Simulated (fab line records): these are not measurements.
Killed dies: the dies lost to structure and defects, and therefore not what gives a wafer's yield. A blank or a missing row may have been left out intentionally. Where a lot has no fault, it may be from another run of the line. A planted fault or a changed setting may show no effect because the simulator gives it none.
fab line records	flow nandHarc
record lots=24	wafers=72	lastDay=24
route steps=1159 shown A_M1@1048 A_BONDPAD@1082 THIN_TSV@1107
lots with no fault: from the same line, run without faults
startH: hours from the record's opening day to when the first of the lot's shown wafers began	waitH: time in hours since the lot's previous step	" identical to the entry in the row above	L1.1+2: several wafers, shown together as one row	- no value, or no start was given	* or withheld: withheld	< > ~ a bound
route shown NAME@n: names a module that has steps shown in the file, with the first one's number in the route	usual: the fault-free wafers' mean and standard deviation	same: alike in all rows	chamber/n: place in a boat	sites: each site's reading	_std_site: how widely they spread, as a standard deviation	_edge_site: mean of outer sites minus mean of inner sites	radiusMm: how far each site lies from the wafer's centre	mask NAME#n: copy n	behind: the most recent tool/chamber to have shaped the wafer	hold: the reason the lot was held/the length of the hold in hours/how it ended	device: which transistor (n, p or np) failed to switch	end of line: the tests these same wafers got at the end of their route	a step with no rows: only its recipe	killed: not the wafer's yield, but the dies lost to structure and defects at the first sort	map: a wafer's dies, x killed, . not, _ none there
set.NAME: the run value of the setting; set.NAME@STEP: its run value at that earlier step	model.NAME: the simulator's own value behind a step, which no gauge read
a sample of lots followed through the steps of the route, with each step as a table and each wafer as a row
services: a tool's chamber out of use, with start hour (startH, from the record's first day; less than 0 if before it), hours out, and reason
## steps
# step NHARC_A_M1_PVD_20
# recipe targetThkA=50	biasV=168.6	powerW=15000	chamberPressurePa=0.12	timeS=8.06	substrateTempC=50	material=TaN
# usual throttleValvePct=30.3/0.89
lot.wafer	tool	chamber	startH	waitH	throttleValvePct
L075.4	pvdSputter-03	-	-	-	30.6
L075.1	"	-	"	"	28.6
L075.5	"	-	"	"	30.0
L074.1	pvdSputter-01	-	-	-	29.6
L074.2	"	-	"	"	30.9
L074.5	"	-	"	"	29.7
L078.3	pvdSputter-03	-	-	-	29.2
L078.1	"	-	"	"	29.2
L078.5	"	-	"	"	29.0
L077.4	pvdSputter-02	-	-	-	31.3
L077.2	"	-	"	"	30.0
L077.6	"	-	"	"	28.9
L079.2	pvdSputter-02	-	-	-	31.3
L079.5	"	-	"	"	31.3
L079.6	"	-	"	"	29.9
L076.4	pvdSputter-01	-	-	-	31.1
L076.1	"	-	"	"	29.8
L076.6	"	-	"	"	31.1
L080.4	pvdSputter-03	-	-	-	30.6
L080.3	"	-	"	"	29.0
L080.5	"	-	"	"	30.6
L082.1	pvdSputter-01	-	-	-	29.8
L082.5	"	-	"	"	31.1
L082.6	"	-	"	"	30.9
L081.2	pvdSputter-03	-	-	-	28.9
L081.6	"	-	"	"	30.0
L081.5	"	-	"	"	29.4
L084.4	pvdSputter-02	-	-	-	31.4
L084.3	"	-	"	"	29.6
L084.1	"	-	"	"	29.0
L083.2	pvdSputter-01	-	-	-	31.3
L083.3	"	-	"	"	29.4
L083.1	"	-	"	"	29.4
L088.3	pvdSputter-02	-	-	-	31.4
L088.5	"	-	"	"	31.1
L088.6	"	-	"	"	29.8
L086.1	pvdSputter-03	-	-	-	29.6
L086.3	"	-	"	"	31.3
L086.2	"	-	"	"	29.2
L085.4	pvdSputter-02	-	-	-	29.0
L085.6	"	-	"	"	30.9
L085.5	"	-	"	"	31.2
L090.4	pvdSputter-02	-	-	-	31.4
L090.6	"	-	"	"	30.9
L090.5	"	-	"	"	31.3
L091.1	pvdSputter-01	-	-	-	31.1
L091.3	"	-	"	"	29.9
L091.5	"	-	"	"	31.2
L087.1	pvdSputter-02	-	-	-	30.8
L087.4	"	-	"	"	31.4
L087.6	"	-	"	"	31.4
L089.3	pvdSputter-03	-	-	-	31.2
L089.1	"	-	"	"	31.2
L089.6	"	-	"	"	29.2
L093.1	pvdSputter-03	-	-	-	29.6
L093.2	"	-	"	"	31.5
L093.6	"	-	"	"	29.5
L092.2	pvdSputter-02	-	-	-	30.0
L092.5	"	-	"	"	31.5
L092.6	"	-	"	"	30.0
L095.4	pvdSputter-03	-	-	-	28.8
L095.1	"	-	"	"	29.6
L095.2	"	-	"	"	31.3
L096.4	pvdSputter-02	-	-	-	31.4
L096.3	"	-	"	"	29.0
L096.2	"	-	"	"	30.6
L094.3	pvdSputter-03	-	-	-	31.0
L094.4	"	-	"	"	29.2
L094.6	"	-	"	"	31.5
L097.1	pvdSputter-02	-	-	-	29.7
L097.4	"	-	"	"	31.3
L097.5	"	-	"	"	28.8
# step NHARC_A_M1_THK_MEAS_24
# recipe thkMeasGauge=xrf
# usual thkNm=154.5/1.3
lot.wafer	tool	chamber	startH	waitH	thkNm
L075.1	filmMetro-01	-	406.14	-	155.7
L075.4	"	-	"	"	153.7
L075.5	"	-	"	"	153.5
L074.1	filmMetro-01	-	407.06	-	151.7
L074.2	"	-	"	"	155.0
L074.5	"	-	"	"	155.6
L078.1	filmMetro-02	-	413.21	-	154.4
L078.3	"	-	"	"	156.9
L078.5	"	-	"	"	152.8
L077.2	filmMetro-01	-	414.16	-	155.6
L077.4	"	-	"	"	152.2
L077.6	"	-	"	"	155.6
L079.2	filmMetro-01	-	420.76	-	153.0
L079.5	"	-	"	"	153.7
L079.6	"	-	"	"	153.0
L076.1	filmMetro-01	-	428.86	-	153.4
L076.4	"	-	"	"	153.1
L076.6	"	-	"	"	150.6
L080.3	filmMetro-02	-	429.36	-	153.8
L080.4	"	-	"	"	154.5
L080.5	"	-	"	"	153.4
L082.1	filmMetro-02	-	453.71	-	153.4
L082.5	"	-	"	"	153.7
L082.6	"	-	"	"	155.2
L081.2	filmMetro-01	-	459.12	-	155.9
L081.5	"	-	"	"	155.7
L081.6	"	-	"	"	155.9
L084.1	filmMetro-02	-	459.35	-	154.0
L084.3	"	-	"	"	155.2
L084.4	"	-	"	"	155.4
L083.1	filmMetro-01	-	464.57	-	156.0
L083.2	"	-	"	"	155.2
L083.3	"	-	"	"	155.7
L088.3	filmMetro-01	-	479.37	-	154.2
L088.5	"	-	"	"	155.3
L088.6	"	-	"	"	156.3
L086.1	filmMetro-01	-	479.74	-	152.4
L086.2	"	-	"	"	152.5
L086.3	"	-	"	"	153.0
L085.4	filmMetro-01	-	480.43	-	155.0
L085.5	"	-	"	"	154.3
L085.6	"	-	"	"	153.9
L090.4	filmMetro-02	-	497.21	-	154.3
L090.5	"	-	"	"	155.4
L090.6	"	-	"	"	154.5
L091.1	filmMetro-01	-	497.96	-	153.6
L091.3	"	-	"	"	155.9
L091.5	"	-	"	"	153.3
L087.1	filmMetro-01	-	498.08	-	154.1
L087.4	"	-	"	"	155.7
L087.6	"	-	"	"	152.9
L089.1	filmMetro-02	-	498.43	-	154.2
L089.3	"	-	"	"	155.7
L089.6	"	-	"	"	154.0
L093.1	filmMetro-02	-	513.46	-	152.7
L093.2	"	-	"	"	153.8
L093.6	"	-	"	"	154.6
L092.2	filmMetro-01	-	531.07	-	155.8
L092.5	"	-	"	"	154.2
L092.6	"	-	"	"	154.7
L095.1	filmMetro-01	-	534.99	-	154.9
L095.2	"	-	"	"	153.5
L095.4	"	-	"	"	153.1
L096.2	filmMetro-01	-	535.32	-	155.9
L096.3	"	-	"	"	156.0
L096.4	"	-	"	"	154.0
L094.3	filmMetro-01	-	546.90	-	152.4
L094.4	"	-	"	"	154.6
L094.6	"	-	"	"	153.5
L097.1	filmMetro-01	-	547.52	-	157.7
L097.4	"	-	"	"	153.1
L097.5	"	-	"	"	156.1
# step NHARC_A_BONDPAD_DEGAS_25
# recipe tempC=300	timeS=60
# usual heaterPowerW=506/60
lot.wafer	tool	chamber	startH	waitH	heaterPowerW
L075.1	pvdSputter-01	-	409.29	-	442
L075.4	"	-	"	"	491
L075.5	"	-	"	"	444
L074.1	pvdSputter-01	-	410.34	-	440
L074.2	"	-	"	"	552
L074.5	"	-	"	"	445
L078.1	pvdSputter-03	-	416.51	-	648
L078.3	"	-	"	"	557
L078.5	"	-	"	"	509
L077.4	pvdSputter-01	-	417.42	-	502
L077.2	"	-	"	"	545
L077.6	"	-	"	"	508
L079.2	pvdSputter-01	-	423.88	-	478
L079.5	"	-	"	"	503
L079.6	"	-	"	"	445
L076.1	pvdSputter-03	-	432.10	-	488
L076.4	"	-	"	"	628
L076.6	"	-	"	"	498
L080.4	pvdSputter-01	-	432.52	-	448
L080.3	"	-	"	"	488
L080.5	"	-	"	"	480
L082.1	pvdSputter-03	-	457.04	-	648
L082.5	"	-	"	"	555
L082.6	"	-	"	"	482
L081.2	pvdSputter-01	-	462.35	-	492
L081.6	"	-	"	"	495
L081.5	"	-	"	"	438
L084.1	pvdSputter-02	-	462.67	-	480
L084.4	"	-	"	"	487
L084.3	"	-	"	"	435
L083.1	pvdSputter-01	-	467.83	-	439
L083.3	"	-	"	"	476
L083.2	"	-	"	"	548
L088.3	pvdSputter-03	-	482.65	-	466
L088.6	"	-	"	"	459
L088.5	"	-	"	"	545
L086.3	pvdSputter-01	-	482.97	-	484
L086.2	"	-	"	"	544
L086.1	"	-	"	"	445
L085.4	pvdSputter-02	-	483.93	-	469
L085.5	"	-	"	"	498
L085.6	"	-	"	"	456
L090.4	pvdSputter-02	-	500.86	-	466
L090.6	"	-	"	"	473
L090.5	"	-	"	"	434
L091.3	pvdSputter-01	-	501.21	-	558
L091.1	"	-	"	"	498
L091.5	"	-	"	"	442
L087.1	pvdSputter-03	-	501.39	-	679
L087.4	"	-	"	"	505
L087.6	"	-	"	"	683
L089.3	pvdSputter-03	-	501.72	-	675
L089.1	"	-	"	"	545
L089.6	"	-	"	"	518
L093.1	pvdSputter-01	-	516.76	-	496
L093.2	"	-	"	"	467
L093.6	"	-	"	"	498
L092.2	pvdSputter-03	-	534.25	-	495
L092.6	"	-	"	"	497
L092.5	"	-	"	"	689
L095.1	pvdSputter-01	-	538.17	-	512
L095.2	"	-	"	"	421
L095.4	"	-	"	"	493
L096.2	pvdSputter-03	-	538.73	-	537
L096.3	"	-	"	"	510
L096.4	"	-	"	"	674
L094.4	pvdSputter-01	-	550.62	-	548
L094.3	"	-	"	"	434
L094.6	"	-	"	"	542
L097.4	pvdSputter-01	-	550.91	-	508
L097.1	"	-	"	"	528
L097.5	"	-	"	"	510
# step NHARC_THIN_TSV_DEP_43
# recipe targetThkA=13285	tempC=withheld	pressureTorr=6.5	rfW=900	teosFlowSccm=161.4	flowSccm=2650	targetThkNm=1328.5	gas=O2	material=SiO2
# usual throttleValvePct=15.5/0.49
lot.wafer	tool	chamber	startH	waitH	throttleValvePct
L074.2	pecvd-02	1	424.60	-	15.1
L074.1	"	0	"	"	14.8
L074.5	"	2	"	"	15.1
L075.1	pecvd-02	1	425.91	-	14.9
L075.5	"	2	"	"	15.7
L075.4	"	1	"	"	15.2
L078.3	pecvd-02	0	432.74	-	14.5
L078.1	"	1	"	"	15.4
L078.5	"	1	"	"	15.1
L077.2	pecvd-02	1	434.01	-	15.3
L077.4	"	2	"	"	15.3
L077.6	"	0	"	"	14.6
L079.2	pecvd-01	0	441.77	-	15.4
L079.5	"	1	"	"	15.4
L079.6	"	2	"	"	16.4
L076.1	pecvd-01	2	446.22	-	16.4
L076.4	"	2	"	"	16.4
L076.6	"	1	"	"	15.2
L080.3	pecvd-01	1	447.51	-	15.4
L080.5	"	0	"	"	15.0
L080.4	"	1	"	"	15.5
L084.1	pecvd-01	1	473.75	-	15.4
L084.4	"	1	"	"	15.4
L084.3	"	0	"	"	15.6
L082.1	pecvd-01	1	475.12	-	15.3
L082.5	"	0	"	"	15.5
L082.6	"	1	"	"	15.3
L081.2	pecvd-01	1	476.17	-	15.2
L081.6	"	0	"	"	15.6
L081.5	"	1	"	"	15.5
L083.1	pecvd-02	1	485.96	-	15.2
L083.2	"	2	"	"	15.6
L083.3	"	0	"	"	14.5
L088.3	pecvd-02	0	496.55	-	14.8
L088.6	"	0	"	"	14.7
L088.5	"	1	"	"	15.0
L086.1	pecvd-01	1	497.77	-	15.5
L086.2	"	2	"	"	16.8
L086.3	"	0	"	"	15.4
L085.5	pecvd-03	1	499.07	-	15.4
L085.4	"	2	"	"	15.5
L085.6	"	0	"	"	15.8
L090.5	pecvd-01	0	517.22	-	15.4
L090.6	"	1	"	"	15.3
L090.4	"	2	"	"	16.3
L091.1	pecvd-03	0	518.33	-	15.7
L091.3	"	1	"	"	15.6
L091.5	"	0	"	"	15.6
L087.1	pecvd-01	2	519.43	-	16.3
L087.4	"	1	"	"	15.6
L087.6	"	0	"	"	15.3
L089.1	pecvd-01	2	520.98	-	16.5
L089.3	"	0	"	"	15.4
L089.6	"	0	"	"	15.4
L093.1	pecvd-03	1	531.60	-	15.7
L093.2	"	2	"	"	15.5
L093.6	"	2	"	"	15.5
L092.2	pecvd-01	1	547.88	-	15.5
L092.6	"	1	"	"	15.5
L092.5	"	2	"	"	16.5
L095.1	pecvd-01	0	551.96	-	15.4
L095.2	"	2	"	"	16.7
L095.4	"	0	"	"	15.3
L096.2	pecvd-03	2	553.21	-	15.4
L096.3	"	1	"	"	16.0
L096.4	"	2	"	"	15.4
L097.1	pecvd-01	2	564.46	-	16.4
L097.5	"	0	"	"	15.4
L097.4	"	2	"	"	16.4
L094.3	pecvd-03	0	565.49	-	15.9
L094.6	"	1	"	"	15.4
L094.4	"	2	"	"	15.7
# step NHARC_THIN_TSV_STRIP_45
# recipe powerW=1500	tempC=250	chemistry=O2
# usual drypumpMotorCurrentA=6.1/0.55	heaterPowerW=337/31
lot.wafer	tool	chamber	startH	waitH	drypumpMotorCurrentA	heaterPowerW	rfHoursCounterH
L074.2	plasmaAsher-02	1	426.46	0.1	5.6	332	15
L074.1	"	0	"	"	6.5	339	15
L074.5	"	0	"	"	6.5	343	-
L075.1	plasmaAsher-02	1	427.75	0.1	5.6	331	15
L075.4	"	1	"	"	5.6	333	-
L075.5	"	0	"	"	6.5	341	-
L078.1	plasmaAsher-01	1	434.45	0.1	5.5	360	58
L078.3	"	1	"	"	5.4	375	-
L078.5	"	0	"	"	6.7	297	-
L077.2	plasmaAsher-02	0	435.83	0.1	6.5	343	18
L077.4	"	1	"	"	5.6	331	-
L077.6	"	1	"	"	5.6	333	-
L079.2	plasmaAsher-01	1	443.48	0.1	5.5	371	60
L079.5	"	0	"	"	6.7	297	-
L079.6	"	1	"	"	5.5	367	-
L076.1	plasmaAsher-01	1	448.48	0.1	5.5	366	63
L076.4	"	1	"	"	5.5	367	-
L076.6	"	0	"	"	6.8	313	-
L080.4	plasmaAsher-01	0	449.87	0.8	6.7	305	-
L080.3	"	1	"	"	5.5	370	-
L080.5	"	0	"	"	6.7	298	-
L084.1	plasmaAsher-01	1	476.12	0.4	5.5	382	12
L084.4	"	1	"	"	5.5	386	-
L084.3	"	0	"	"	6.7	292	-
L082.1	plasmaAsher-01	1	476.97	0.1	5.5	388	12
L082.5	"	1	"	"	5.5	383	-
L082.6	"	0	"	"	6.7	294	-
L081.2	plasmaAsher-02	0	478.01	0.1	6.5	336	25
L081.5	"	0	"	"	6.5	337	-
L081.6	"	1	"	"	5.6	338	-
L083.1	plasmaAsher-01	1	487.70	0.1	5.5	384	16
L083.2	"	0	"	"	6.7	292	16
L083.3	"	0	"	"	6.7	293	-
L088.3	plasmaAsher-02	1	498.56	0.2	5.6	338	-
L088.6	"	0	"	"	6.5	335	-
L088.5	"	1	"	"	5.6	331	-
L086.2	plasmaAsher-01	1	499.64	0.1	5.5	379	20
L086.1	"	0	"	"	6.7	294	20
L086.3	"	0	"	"	6.7	295	-
L085.4	plasmaAsher-02	0	500.90	0.2	6.5	338	-
L085.6	"	0	"	"	6.5	341	-
L085.5	"	1	"	"	5.6	326	-
L090.4	plasmaAsher-01	1	519.10	0.2	5.5	395	-
L090.5	"	0	"	"	6.8	300	-
L090.6	"	1	"	"	5.5	391	-
L091.1	plasmaAsher-01	0	520.19	0.1	6.7	295	27
L091.3	"	1	"	"	5.5	388	-
L091.5	"	1	"	"	5.5	382	-
L087.1	plasmaAsher-02	1	521.34	0.1	5.6	328	38
L087.4	"	0	"	"	6.5	338	-
L087.6	"	1	"	"	5.6	326	-
L089.1	plasmaAsher-01	1	522.80	0.1	5.5	387	28
L089.3	"	0	"	"	6.7	294	-
L089.6	"	1	"	"	5.5	389	-
L093.2	plasmaAsher-02	1	533.58	0.1	5.6	324	43
L093.1	"	0	"	"	6.5	339	43
L093.6	"	1	"	"	5.6	333	-
L092.2	plasmaAsher-01	0	549.74	0.1	6.8	295	41
L092.6	"	1	"	"	5.5	389	-
L092.5	"	0	"	"	6.8	304	-
L095.2	plasmaAsher-01	1	553.72	0.1	5.5	390	41
L095.1	"	0	"	"	6.8	294	41
L095.4	"	1	"	"	5.5	388	-
L096.2	plasmaAsher-02	0	555.26	0.1	6.5	332	2
L096.4	"	1	"	"	5.6	325	-
L096.3	"	0	"	"	6.5	326	-
L097.1	plasmaAsher-02	0	566.39	0.1	6.5	332	5
L097.4	"	1	"	"	5.6	327	-
L097.5	"	0	"	"	6.5	338	-
L094.3	plasmaAsher-02	0	567.45	0.2	6.5	330	-
L094.4	"	1	"	"	5.6	320	-
L094.6	"	0	"	"	6.5	343	-
# step NHARC_THIN_TSV_DEGAS_49
# recipe tempC=300	timeS=120
# usual heaterPowerW=481/39
lot.wafer	tool	chamber	startH	waitH	heaterPowerW
L074.1	pvdSputter-01	-	428.29	0.2	434
L074.2	"	-	"	"	546
L074.5	"	-	"	"	497
L075.1	pvdSputter-01	-	429.46	0.2	553
L075.4	"	-	"	"	495
L075.5	"	-	"	"	439
L078.1	pvdSputter-02	-	436.24	0.1	477
L078.3	"	-	"	"	486
L078.5	"	-	"	"	459
L077.4	pvdSputter-02	-	437.53	0.1	457
L077.2	"	-	"	"	447
L077.6	"	-	"	"	482
L079.2	pvdSputter-01	-	445.53	0.1	434
L079.5	"	-	"	"	432
L079.6	"	-	"	"	485
L076.1	pvdSputter-02	-	451.08	0.1	462
L076.4	"	-	"	"	477
L076.6	"	-	"	"	459
L080.4	pvdSputter-02	-	451.77	0.1	463
L080.3	"	-	"	"	470
L080.5	"	-	"	"	468
L084.1	pvdSputter-01	-	478.01	0.2	440
L084.3	"	-	"	"	489
L084.4	"	-	"	"	555
L082.1	pvdSputter-01	-	479.05	0.1	483
L082.6	"	-	"	"	487
L082.5	"	-	"	"	556
L081.2	pvdSputter-02	-	479.93	0.2	474
L081.5	"	-	"	"	481
L081.6	"	-	"	"	464
L083.2	pvdSputter-02	-	489.46	0.1	463
L083.3	"	-	"	"	462
L083.1	"	-	"	"	439
L088.3	pvdSputter-01	-	500.21	0.1	502
L088.5	"	-	"	"	429
L088.6	"	-	"	"	476
L086.3	pvdSputter-02	-	501.43	0.1	451
L086.1	"	-	"	"	447
L086.2	"	-	"	"	486
L085.4	pvdSputter-02	-	502.53	0.1	431
L085.6	"	-	"	"	439
L085.5	"	-	"	"	476
L090.4	pvdSputter-02	-	520.75	0.1	498
L090.5	"	-	"	"	489
L090.6	"	-	"	"	460
L091.1	pvdSputter-01	-	522.13	0.1	482
L091.3	"	-	"	"	492
L091.5	"	-	"	"	495
L087.4	pvdSputter-01	-	523.09	0.1	505
L087.1	"	-	"	"	486
L087.6	"	-	"	"	501
L089.1	pvdSputter-02	-	524.59	0.1	456
L089.3	"	-	"	"	470
L089.6	"	-	"	"	447
L093.2	pvdSputter-02	-	535.38	0.1	469
L093.1	"	-	"	"	475
L093.6	"	-	"	"	446
L092.2	pvdSputter-01	-	551.50	0.2	443
L092.5	"	-	"	"	511
L092.6	"	-	"	"	434
L095.2	pvdSputter-02	-	555.54	0.2	474
L095.1	"	-	"	"	493
L095.4	"	-	"	"	459
L096.4	pvdSputter-01	-	556.95	0.1	533
L096.3	"	-	"	"	516
L096.2	"	-	"	"	431
L097.1	pvdSputter-03	-	568.21	0.1	685
L097.4	"	-	"	"	458
L097.5	"	-	"	"	460
L094.3	pvdSputter-01	-	569.12	0.1	515
L094.4	"	-	"	"	434
L094.6	"	-	"	"	485
## services
tool	chamber	startH	hours	kind
pvdSputter-02	-	394.17	10.0	pm
pecvd-03	-	402.28	0.4	repair
plasmaAsher-01	-	403.42	0.5	repair
pvdSputter-03	-	403.52	0.9	repair
pvdSputter-03	-	406.12	5.2	repair
pecvd-01	-	418.24	13.0	pm
plasmaAsher-02	-	442.92	4.7	repair
plasmaAsher-01	-	453.25	9.0	pm
pvdSputter-01	-	453.77	5.1	repair
pecvd-01	-	461.95	2.4	repair
pecvd-01	2	471.89	8.0	repair
plasmaAsher-02	-	483.55	9.8	repair
pvdSputter-02	-	486.75	1.9	repair
pecvd-02	-	515.34	13.0	pm
plasmaAsher-01	-	517.05	1.1	repair
pvdSputter-01	-	527.33	10.0	pm
pecvd-02	-	532.74	1.0	repair
pvdSputter-02	-	535.88	3.1	repair
pecvd-02	2	536.92	14.3	repair
plasmaAsher-02	-	537.00	9.0	pm
pvdSputter-01	-	545.75	4.7	repair
pvdSputter-03	-	548.30	11.4	repair
pvdSputter-02	-	549.23	2.4	repair
plasmaAsher-01	-	564.98	7.0	repair
## key
fault none
